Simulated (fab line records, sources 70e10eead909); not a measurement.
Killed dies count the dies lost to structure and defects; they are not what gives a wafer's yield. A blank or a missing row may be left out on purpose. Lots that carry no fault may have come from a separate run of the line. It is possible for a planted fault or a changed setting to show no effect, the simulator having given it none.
Matching of chambers | flow nand_harc | NHARC_A_CHANNEL_FILL_D1_STRIP_28 on rie_diel-07: 4 sister chambers
The step strips in O2, time 20 s. 18 wafers are shown with their chamber, then 9 later ones without.

## WAFERS, EACH WITH ITS CHAMBER
wafer  | chamber | drypump_motor_current_A (A) | oes_product_au (a.u.) | throttle_valve_pct (%)
L074.1 | 2       | 5.2                         | 0.998                 | 17.046
L074.5 | 0       | 5.0                         | 1.000                 | 17.041
L074.6 | 3       | 6.3                         | 0.995                 | 17.043
L076.1 | 1       | 5.3                         | 0.995                 | 17.051
L076.2 | 2       | 5.2                         | 0.980                 | 17.043
L076.6 | 3       | 6.3                         | 0.999                 | 17.029
L082.1 | 3       | 6.3                         | 0.997                 | 17.040
L082.2 | 0       | 4.9                         | 1.003                 | 17.020
L082.5 | 0       | 4.9                         | 0.998                 | 17.066
L081.2 | 3       | 6.3                         | 0.992                 | 17.043
L081.3 | 2       | 5.2                         | 0.990                 | 17.032
L081.6 | 1       | 5.3                         | 1.002                 | 17.034
L084.2 | 1       | 5.3                         | 1.010                 | 17.018
L084.4 | 3       | 6.3                         | 0.995                 | 17.029
L084.5 | 2       | 5.2                         | 0.986                 | 17.046
L087.1 | 2       | 5.2                         | 0.983                 | 17.033
L087.2 | 3       | 6.3                         | 1.001                 | 17.027
L087.6 | 3       | 6.3                         | 0.995                 | 17.053

SIGNATURES (means of the wafers above)
reading                 | chamber 0 | chamber 1 | chamber 2 | chamber 3 | scatter within a chamber
drypump_motor_current_A | 4.933     | 5.300     | 5.200     | 6.300     | 0.0218
oes_product_au          | 1.00033   | 1.00233   | 0.98740   | 0.99629   | 0.00517
throttle_valve_pct      | 17.04233  | 17.03433  | 17.04000  | 17.03771  | 0.013
Rule: for a wafer and a chamber, the distance is found by dividing, reading by reading, the gap between the wafer's reading and the chamber's mean by the reading's scatter, squaring, summing and taking the root. The wafer belongs to the nearest chamber; if the next one is less than 2 further off, it can't be placed. The scatter: the root of (the sum of the squares of (reading less its chamber's mean) over the shown wafers, divided by (wafers less chambers)).

## WAFERS WITHOUT THEIR CHAMBER
wafer  | drypump_motor_current_A (A) | oes_product_au (a.u.) | throttle_valve_pct (%)
L091.4 | 5.2                         | 0.979                 | 17.047
L091.5 | 6.3                         | 0.996                 | 17.049
L091.6 | 5.2                         | 0.993                 | 17.025
L094.1 | 5.0                         | 1.010                 | 17.031
L094.3 | 6.3                         | 0.984                 | 17.038
L094.6 | 6.2                         | 0.990                 | 17.030
L097.1 | 6.3                         | 0.993                 | 17.032
L097.2 | 5.0                         | 1.001                 | 17.037
L097.6 | 6.2                         | 0.982                 | 17.030

## CHAMBER TAKEN BY EACH
wafer  | from the rows above | in truth
L091.4 | 2                   | 2
L091.5 | 3                   | 3
L091.6 | 2                   | 2
L094.1 | 0                   | 0
L094.3 | 3                   | 3
L094.6 | 3                   | 3
L097.1 | 3                   | 3
L097.2 | 0                   | 0
L097.6 | 3                   | 3
9 of 9 placed correctly. Left unplaced by these rows: 0. 0 placed wrongly.
